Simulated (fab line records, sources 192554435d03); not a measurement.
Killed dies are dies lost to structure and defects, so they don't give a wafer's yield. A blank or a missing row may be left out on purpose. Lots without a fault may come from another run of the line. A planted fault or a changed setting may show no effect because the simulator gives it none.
fab line records | flow n5_finfet
record lots=10 wafers=28 last_day=18
route steps=1938 shown BEOL_M4@1089 BEOL_M5@1112 PASSIVATION@1936
lots that met no fault: from a run of the same line without faults
start_h: hours from the record's first day to the start of the lot's first wafer shown | wait_h: hours since the lot's step before | " the same as in the row above | L1.1+2: a row that stands for several wafers | - no value, or no start given | * or withheld: withheld | < > ~ a bound
route shown NAME@n: a module of which the file shows steps, and the number in the route of the first | usual: mean/standard deviation of fault-free wafers | same: alike in all rows | chamber/n: place in a boat | sites: the reading at each site | _std_site: their standard deviation | _edge_site: outer sites' mean less inner sites' | radius_mm: how far each site lies from the wafer's centre | mask NAME#n: copy n | behind: the tool/chamber that last shaped the wafer | hold: why the lot was held/for how many hours/how that ended | device: the transistor (n, p or np) that didn't switch | end of line: the same wafers' tests at the end of the route | a step without rows: its recipe alone | killed: dies lost to structure and defects at the first sort, not the wafer's yield | map: a wafer's dies, x killed, . not, _ none there
set.NAME: the setting as run; set.NAME@STEP: as run at that earlier step | model.NAME: the simulator's own value behind a step, which no gauge read
steps of the route over a sample of lots; a table a step, a row a wafer
services: from which hour (start_h, from the record's first day; less than 0 if before it) a tool's chamber was out of use, for how many hours, and why
## steps
# step N5_BEOL_M4_ANNEAL_82
# recipe temp_c=400 time_s=240 ambient=vacuum
# usual heater_power_w=816/81
# columns lot.wafer tool chamber start_h wait_h heater_power_w
L388.1 pvd_sputter-01 - 165.48 0.0 772
L388.2 " - " " 843
L388.3 " - " " 827
L389.1 pvd_sputter-01 - 171.40 0.0 676
L389.3 " - " " 838
L389.4 " - " " 823
L391.1 pvd_sputter-02 - 186.56 0.0 805
L391.2 " - " " 917
L391.5 " - " " 848
L394.2 pvd_sputter-01 - 193.14 0.0 710
L394.3 " - " " 809
L394.6 " - " " 854
L395.3 pvd_sputter-01 - 200.57 0.0 863
L395.4 " - " " 825
L395.5 " - " " 694
L400.2 pvd_sputter-03 - 239.69 0.0 676
L400.4 " - " " 742
L400.5 " - " " 925
L405.4 pvd_sputter-02 - 279.99 0.0 818
L405.5 " - " " 835
L407.4 pvd_sputter-01 - 281.37 0.0 871
L407.5 " - " " 829
L409.1 pvd_sputter-03 - 312.29 0.0 767
L409.5 " - " " 724
L409.6 " - " " 678
L410.1 pvd_sputter-02 - 312.37 0.0 815
L410.3 " - " " 911
L410.5 " - " " 830
# step N5_BEOL_M4_ANNEAL_51
# recipe temp_c=225 time_s=90 ambient=N2
# usual anneal_temp_c=225.02/0.17 wafer_temp_C_max=225.77/0.26
# columns lot.wafer tool chamber start_h wait_h anneal_temp_c wafer_temp_C_max
L388.1 rtp_anneal-01 0 166.92 0.1 225.17 226.13
L388.2 " 0 " " 225.17 226.09
L388.3 " 0 " " 224.86 225.80
L389.1 rtp_anneal-01 0 172.84 0.1 225.35 225.91
L389.3 " 0 " " 224.97 226.01
L389.4 " 0 " " 225.26 225.99
L391.1 rtp_anneal-02 0 188.02 0.1 224.54 225.75
L391.2 " 0 " " 224.80 225.83
L391.5 " 0 " " 224.56 225.73
L394.2 rtp_anneal-02 0 194.93 0.4 224.97 225.42
L394.3 " 0 " " 225.05 225.32
L394.6 " 0 " " 225.16 225.91
L395.3 rtp_anneal-02 0 202.09 0.1 224.89 225.74
L395.4 " 0 " " 225.10 225.73
L395.5 " 0 " " 225.09 225.57
L400.2 rtp_anneal-02 0 241.17 0.1 225.19 225.60
L400.4 " 0 " " 224.98 225.72
L400.5 " 0 " " 225.16 225.63
L405.4 rtp_anneal-02 0 281.92 0.5 225.15 225.54
L405.5 " 0 " " 225.30 225.45
L407.4 rtp_anneal-02 0 283.36 0.6 225.09 225.77
L407.5 " 0 " " 224.97 225.63
L409.1 rtp_anneal-01 0 313.73 0.1 225.23 225.95
L409.5 " 0 " " 225.15 225.65
L409.6 " 0 " " 225.11 225.86
L410.1 rtp_anneal-02 0 313.83 0.1 225.17 225.74
L410.3 " 0 " " 225.36 225.44
L410.5 " 0 " " 225.03 225.47
# step N5_BEOL_M4_CO_CAP_55
# recipe material=Co target_thk_a=20 temp_c=200 precursor=CCTBA/H2 pressure_torr=30 time_s=102.1
# usual heater_power_w=220/18
# columns lot.wafer tool chamber start_h wait_h heater_power_w
L388.1 cvd_co-02 2 167.60 0.0 204
L388.2 " 1 " " 215
L388.3 " 1 " " 215
L389.1 cvd_co-01 0 173.51 0.0 254
L389.3 " 1 " " 242
L389.4 " 2 " " 213
L391.1 cvd_co-01 0 188.77 0.0 249
L391.2 " 1 " " 240
L391.5 " 2 " " 210
L394.2 cvd_co-01 1 195.57 0.0 244
L394.3 " 2 " " 218
L394.6 " 0 " " 252
L395.3 cvd_co-01 2 202.67 0.0 213
L395.4 " 1 " " 246
L395.5 " 2 " " 211
L400.2 cvd_co-01 2 241.80 0.0 215
L400.4 " 2 " " 218
L400.5 " 1 " " 247
L405.4 cvd_co-02 1 282.50 0.0 213
L405.5 " 0 " " 205
L407.4 cvd_co-02 1 284.10 0.0 215
L407.5 " 0 " " 209
L409.1 cvd_co-02 1 314.40 0.0 210
L409.5 " 2 " " 201
L409.6 " 0 " " 211
L410.1 cvd_co-02 0 314.51 0.0 207
L410.3 " 1 " " 210
L410.5 " 1 " " 215
# step N5_BEOL_M4_RC_MEAS_101
# usual DIBL_N=36.4/1.2 DIBL_P=36.1/1.6 IOFF_N=0.156/0.024 IOFF_P=0.21/0.031 ION_N=674/11 ION_P=463/6.9 SS_N=71.5/0.5 SS_P=73.2/0.55 VT_N=250.0/2.9 VT_P=-250/3.6
# columns lot.wafer tool chamber start_h wait_h DIBL_N[mV/V] DIBL_P[mV/V] IOFF_N[nA/um] IOFF_P[nA/um] ION_N[uA/um] ION_P[uA/um] SS_N[mV/dec] SS_P[mV/dec] VT_N[mV] VT_P[mV]
L388.1 prober-01 0 167.87 0.0 36.0 35.3 0.151 0.23 682 472 71.9 73.1 250.8 -246
L388.2 " 0 " " 35.7 35.0 0.147 0.22 677 471 72.0 72.9 251.0 -246
L388.3 " 0 " " 36.9 35.9 0.168 0.24 679 469 71.3 72.6 247.8 -245
L389.1 prober-01 0 173.74 0.0 37.3 38.3 0.181 0.23 680 469 72.1 73.3 247.3 -250
L389.3 " 0 " " 38.7 39.4 0.208 0.24 684 464 72.1 73.8 244.2 -249
L389.4 " 0 " " 36.8 37.6 0.167 0.21 674 459 72.4 73.3 247.0 -251
L391.1 prober-02 0 189.00 0.0 37.3 39.6 0.204 0.26 698 473 72.3 73.9 245.0 -250
L391.2 " 0 " " 35.2 37.1 0.160 0.22 669 459 71.4 73.7 249.5 -248
L391.5 " 0 " " 36.6 38.4 0.183 0.24 676 461 71.8 73.5 247.5 -250
L394.2 prober-02 0 195.98 0.2 34.6 33.9 0.136 0.20 661 466 70.7 73.5 250.5 -249
L394.3 " 0 " " 35.2 35.1 0.148 0.22 678 468 71.2 73.2 251.3 -247
L394.6 " 0 " " 36.4 36.3 0.181 0.25 688 482 71.6 73.9 246.8 -246
L395.3 prober-02 0 203.22 0.3 38.4 38.1 0.182 0.22 684 467 71.4 73.2 248.8 -250
L395.4 " 0 " " 37.3 38.3 0.173 0.21 677 461 72.0 72.5 247.9 -248
L395.5 " 0 " " 37.4 37.4 0.163 0.19 683 466 71.9 73.1 249.7 -249
L400.2 prober-01 0 242.19 0.2 37.0 35.7 0.143 0.17 665 455 72.0 73.3 250.7 -259
L400.4 " 0 " " 37.7 36.9 0.156 0.18 684 458 72.1 73.2 249.1 -258
L400.5 " 0 " " 36.5 35.4 0.135 0.16 667 454 71.4 73.1 252.3 -259
L405.4 prober-01 0 283.16 0.5 33.6 34.5 0.101 0.16 653 455 70.5 73.0 258.6 -256
L405.5 " 0 " " 34.9 36.2 0.126 0.18 663 460 71.2 72.9 253.7 -254
L407.4 prober-02 0 284.76 0.5 34.5 35.2 0.134 0.20 670 467 71.1 72.5 249.4 -250
L407.5 " 0 " " 34.4 33.8 0.120 0.18 660 459 70.2 72.6 251.6 -250
L409.1 prober-02 0 314.63 0.0 37.1 37.7 0.179 0.23 668 464 71.8 74.1 247.6 -249
L409.5 " 0 " " 36.2 36.1 0.154 0.20 657 455 71.2 73.4 252.0 -253
L409.6 " 0 " " 36.1 36.2 0.154 0.20 670 460 71.6 73.5 250.1 -253
L410.1 prober-01 0 314.74 0.0 35.8 35.8 0.156 0.19 678 464 71.4 73.8 248.1 -253
L410.3 " 0 " " 35.0 34.4 0.141 0.17 674 452 72.0 73.3 251.6 -255
L410.5 " 0 " " 35.1 34.8 0.140 0.17 681 464 71.5 72.8 248.5 -254
# step N5_BEOL_M5_ILD_DEP_00
# recipe material=SiCOH_lowk target_thk_a=1406.4 temp_c=300 precursor=DEMS/porogen pressure_torr=5 rf_w=500 time_s=25.9
# usual heater_power_w=320/51 showerhead_plenum_p_Torr=5.746/0.013 throttle_valve_pct=13.9/0.54
# columns lot.wafer tool chamber start_h wait_h heater_power_w showerhead_plenum_p_Torr throttle_valve_pct
L388.1 pecvd-02 0 168.85 0.8 363 5.765 14.2
L388.2 " 1 " " 241 5.741 13.2
L388.3 " 2 " " 327 5.757 13.7
L389.1 pecvd-02 0 174.71 0.8 365 5.758 14.1
L389.3 " 0 " " 368 5.749 13.9
L389.4 " 2 " " 295 5.747 13.3
L391.1 pecvd-03 0 189.97 0.8 296 5.749 15.6
L391.2 " 1 " " 314 5.762 13.6
L391.5 " 2 " " 256 5.766 13.9
L394.2 pecvd-02 0 196.79 0.7 347 5.758 14.2
L394.3 " 2 " " 331 5.738 13.3
L394.6 " 2 " " 328 5.729 13.6
L395.3 pecvd-02 0 203.88 0.5 361 5.745 14.2
L395.4 " 0 " " 360 5.764 13.8
L395.5 " 2 " " 295 5.731 13.8
L400.2 pecvd-01 0 242.99 0.7 378 5.723 13.7
L400.4 " 1 " " 400 5.757 14.5
L400.5 " 0 " " 302 5.721 13.6
L405.4 pecvd-02 1 283.69 0.4 237 5.757 13.4
L405.5 " 0 " " 405 5.756 14.4
L407.4 pecvd-02 0 285.28 0.4 377 5.767 14.4
L407.5 " 1 " " 268 5.749 13.0
L409.1 pecvd-02 1 315.59 0.8 290 5.739 13.1
L409.5 " 0 " " 357 5.759 14.3
L409.6 " 2 " " 328 5.741 13.8
L410.1 pecvd-03 1 315.71 0.8 305 5.759 13.9
L410.3 " 0 " " 296 5.726 15.0
L410.5 " 0 " " 300 5.748 15.3
# step N5_BEOL_M5_THK_MEAS_01
# recipe reads=SiCOH_lowk_of_BEOL_M5_ILD_DEP_00
# usual M5_ILD_THK=121.0/1.3
# columns lot.wafer tool chamber start_h wait_h M5_ILD_THK[nm]
L388.1 film_metro-01 - 169.42 0.4 121.7
L388.2 " - " " 120.8
L388.3 " - " " 121.1
L389.1 film_metro-02 - 175.31 0.4 119.4
L389.3 " - " " 121.7
L389.4 " - " " 123.0
L391.1 film_metro-02 - 190.55 0.4 119.6
L391.2 " - " " 119.7
L391.5 " - " " 120.7
L394.2 film_metro-01 - 197.37 0.4 121.3
L394.3 " - " " 121.0
L394.6 " - " " 122.6
L395.3 film_metro-01 - 204.93 0.5 119.5
L395.4 " - " " 121.2
L395.5 " - " " 122.7
L400.2 film_metro-01 - 243.60 0.4 119.2
L400.4 " - " " 120.6
L400.5 " - " " 121.5
L405.4 film_metro-01 - 284.24 0.2 206.1
L405.5 " - " " 122.5
L407.4 film_metro-01 - 285.84 0.2 206.7
L407.5 " - " " 122.6
L409.1 film_metro-01 - 316.17 0.4 117.5
L409.5 " - " " 121.1
L409.6 " - " " 205.3
L410.1 film_metro-01 - 316.29 0.4 120.4
L410.3 " - " " 119.0
L410.5 " - " " 121.1
# step N5_PASSIVATION_PROBE_49
# usual defect_limited_yield=91.4/1.5 killed_at_M0_to_M3=31/11 killed_at_M4_up=13/5.5 killed_at_contacts=13/6.3 killed_at_front_end=40/13 killed_at_other=3.3/2.6 killed_dies=101/18 killed_on_rim=13/4 killed_open=67/13 killed_short=33/7.9 sort_bin_5_function=5.1/1 sort_bin_6_memory=3.2/0.68 sort_n_pass=1079/18 sort_yield_pct=91.4/1.5
# same gross_dies=1180 killed_at_back_side=0 sort_bin_4_leakage[%]=0 sort_bin_8_speed[%]=0
# columns lot.wafer tool chamber start_h wait_h defect_limited_yield[%] killed_at_M0_to_M3 killed_at_M4_up killed_at_contacts killed_at_front_end killed_at_other killed_dies killed_on_rim killed_open killed_short sort_bin_5_function[%] sort_bin_6_memory[%] sort_n_pass sort_yield_pct[%]
L391.1 prober-02 - 281.71 0.0 92.5 32 7 11 35 3 88 9 49 38 5.0 2.4 1092 92.5
L391.2 prober-02 - 281.76 0.1 92.1 27 10 29 27 0 93 9 68 25 4.6 3.2 1087 92.1
L391.5 prober-02 - 281.91 0.2 90.5 27 8 21 49 7 112 19 74 38 5.3 4.0 1068 90.5
L400.2 prober-01 - 337.87 0.1 91.9 37 16 11 28 3 95 16 65 30 5.2 2.9 1085 91.9
L400.4 prober-01 - 337.97 0.2 88.6 47 18 25 42 2 134 15 86 48 7.2 4.1 1046 88.6
L400.5 prober-01 - 338.02 0.2 90.8 30 18 22 37 1 108 11 71 36 4.4 4.2 1072 90.8
L405.4 prober-01 - 379.89 0.2 0 28 1090 7 50 5 1180 152 56 36 97.6 2.4 0 0
L405.5 prober-01 - 379.94 0.2 92.0 20 11 9 45 9 94 12 59 31 4.2 3.3 1086 92.0
L407.4 prober-01 - 388.02 0.2 0 24 1082 18 49 7 1180 152 73 33 95.7 4.2 0 0
L407.5 prober-01 - 388.07 0.2 90.0 31 15 8 58 6 118 16 80 38 5.3 4.3 1062 90.0
L409.1 prober-02 - 422.03 0.0 91.6 23 8 21 46 1 99 14 66 33 5.0 3.1 1081 91.6
L409.5 prober-02 - 422.23 0.2 91.0 24 11 13 56 2 106 12 76 30 5.6 3.1 1074 91.0
L409.6 prober-02 - 422.28 0.3 0 30 1099 6 40 5 1180 152 68 23 97.5 2.5 0 0
# killed by level:class
L391.1 MOL_CONTACT_COAG:geometric_particle:open=10 GATE_CUT:geometric_particle:short=7 BEOL_M0_SAQP:geometric_particle:open=7 FIN_SAQP:geometric_particle:short=6 BEOL_M0_SAQP:geometric_particle:short=6 STARTING-WAFER:geometric_particle:short=6 FIN_SAQP:geometric_particle:open=5 STI_FIN_REVEAL:geometric_particle:open=5
L391.2 MOL_CONTACT_COAG:geometric_particle:open=25 BEOL_M2:geometric_particle:open=7 BEOL_M3:geometric_particle:open=6 BEOL_M4:geometric_particle:open=5 STI_FIN_REVEAL:geometric_particle:open=4 GATE_CUT:geometric_particle:open=4 MOL_CONTACT_COAG:geometric_particle:short=4 BEOL_M0_SAQP:geometric_particle:short=4
L391.5 MOL_CONTACT_COAG:geometric_particle:open=17 STI_FIN_REVEAL:geometric_particle:open=13 FIN_SAQP:geometric_particle:open=8 FIN_SAQP:geometric_particle:short=7 GATE_CUT:geometric_particle:short=6 DUMMY_GATE:geometric_particle:open=5 BEOL_M2:geometric_particle:open=5 BEOL_M4:geometric_particle:open=5
L400.2 FIN_SAQP:geometric_particle:open=9 MOL_CONTACT_COAG:geometric_particle:open=9 BEOL_M2:geometric_particle:open=9 FIN_SAQP:geometric_particle:short=7 BEOL_M3:geometric_particle:open=7 BEOL_M4:geometric_particle:open=7 BEOL_M0_SAQP:geometric_particle:open=6 BEOL_M0_SAQP:geometric_particle:short=6
L400.4 MOL_CONTACT_COAG:geometric_particle:open=14 FIN_SAQP:geometric_particle:open=11 MOL_CONTACT_COAG:geometric_particle:short=11 FIN_SAQP:geometric_particle:short=10 BEOL_M2:geometric_particle:open=10 BEOL_M3:geometric_particle:open=9 BEOL_M0_SAQP:geometric_particle:short=8 BEOL_M1:geometric_particle:open=7
L400.5 MOL_CONTACT_COAG:geometric_particle:open=15 BEOL_M0_SAQP:geometric_particle:open=10 FIN_SAQP:geometric_particle:open=9 BEOL_M4:geometric_particle:open=9 FIN_SAQP:geometric_particle:short=8 MOL_CONTACT_COAG:geometric_particle:short=7 BEOL_M0_SAQP:geometric_particle:short=6 BEOL_M1:geometric_particle:open=6
L405.4 BEOL_M5:area_etch=1087 FIN_SAQP:geometric_particle:open=16 BEOL_M0_SAQP:geometric_particle:short=12 BEOL_M0_SAQP:geometric_particle:open=9 STI_FIN_REVEAL:geometric_particle:open=7 FIN_SAQP:geometric_particle:short=4 DUMMY_GATE:geometric_particle:open=4 MOL_CONTACT_COAG:geometric_particle:open=4
L405.5 FIN_SAQP:geometric_particle:open=9 FIN_SAQP:geometric_particle:short=9 BEOL_M3:geometric_particle:open=7 STI_FIN_REVEAL:geometric_particle:open=6 MOL_CONTACT_COAG:geometric_particle:open=5 SPACER0:geometric_particle:open=4 ILD0:geometric_particle:open=4 MOL_CONTACT_COAG:geometric_particle:short=4
L407.4 BEOL_M5:area_etch=1074 STI_FIN_REVEAL:geometric_particle:open=15 MOL_CONTACT_COAG:geometric_particle:open=13 BEOL_M3:geometric_particle:open=7 ILD0:geometric_particle:open=6 BEOL_M0_SAQP:geometric_particle:short=6 DUMMY_GATE:geometric_particle:open=5 GATE_CUT:geometric_particle:short=5
L407.5 STI_FIN_REVEAL:geometric_particle:open=15 BEOL_M4:geometric_particle:open=11 BEOL_M2:geometric_particle:open=8 GATE_CUT:geometric_particle:open=7 MOL_CONTACT_COAG:geometric_particle:open=7 DUMMY_GATE:geometric_particle:open=6 STARTING-WAFER:geometric_particle:open=5 GATE_CUT:geometric_particle:short=5
L409.1 STI_FIN_REVEAL:geometric_particle:open=22 MOL_CONTACT_COAG:geometric_particle:open=17 GATE_CUT:geometric_particle:short=8 BEOL_M0_SAQP:geometric_particle:short=7 FIN_SAQP:geometric_particle:open=6 BEOL_M1:geometric_particle:open=6 BEOL_M0_SAQP:geometric_particle:open=5 MOL_CONTACT_COAG:geometric_particle:short=4
L409.5 FIN_SAQP:geometric_particle:open=18 MOL_CONTACT_COAG:geometric_particle:open=12 DUMMY_GATE:geometric_particle:open=9 GATE_CUT:geometric_particle:short=8 BEOL_M0_SAQP:geometric_particle:short=7 BEOL_M1:geometric_particle:open=7 STI_FIN_REVEAL:geometric_particle:open=5 BEOL_M4:geometric_particle:open=5
L409.6 BEOL_M5:area_etch=1087 STI_FIN_REVEAL:geometric_particle:open=9 BEOL_M1:geometric_particle:open=9 FIN_SAQP:geometric_particle:open=7 BEOL_M3:geometric_particle:open=7 BEOL_M4:geometric_particle:open=6 MOL_CONTACT_COAG:geometric_particle:open=5 BEOL_M0_SAQP:geometric_particle:short=5
## services
# columns tool chamber start_h hours kind
pecvd-02 2 152.88 5.5 scheduled_down
pecvd-02 0 158.34 4.6 scheduled_down
cvd_co-02 0 164.38 13.9 repair
cvd_co-01 - 168.86 1.6 repair
pecvd-02 1 173.68 2.1 scheduled_down
cvd_co-02 - 174.31 6.0 pm
cvd_co-01 - 183.26 5.3 repair
pecvd-01 2 220.00 - clean
cvd_co-02 - 225.46 0.6 repair
pecvd-01 0 249.50 5.5 scheduled_down
pecvd-03 - 254.41 2.8 pm
pecvd-02 2 286.00 2.1 scheduled_down
pecvd-01 - 296.54 5.5 pm
pecvd-03 1 304.93 5.0 scheduled_down
## key
first_sign step=N5_BEOL_M5_THK_MEAS_01 reading=M5_ILD_THK direction=up sigmas=64 usual=121.0 struck=206.1
effect step=N5_PASSIVATION_PROBE_49 reading=killed_at_M4_up direction=up sigmas=99+ usual=13 struck=1090
more_kills_born_at N5_BEOL_M5_ETCH_41@rie_diel-06=2161 N5_BEOL_M5_ETCH_41@rie_diel-04=1087
met_at N5_BEOL_M5_ILD_DEP_00
struck_lots L405,L407,L409
struck_wafers L405.4,L407.4,L409.6
later_rows_left_out L405.4,L407.4,L409.6
not_acting_at N5_BEOL_M4_ANNEAL_82,N5_BEOL_M4_ANNEAL_51,N5_BEOL_M4_CO_CAP_55
onset_between 203.88 283.69
fault kind=process_parameter_drift tool=pecvd-02 chamber=- onset_h=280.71 steps=N5_BEOL_M5_ILD_DEP_00 channel=time_s offset=* shape=step end_h=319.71 scope=struck_wafers_only acts_in=* stated=*
# later_rows_left_out: the simulator's readings of these wafers behind a module that went badly wrong aren't trusted and aren't shown, but for the sort
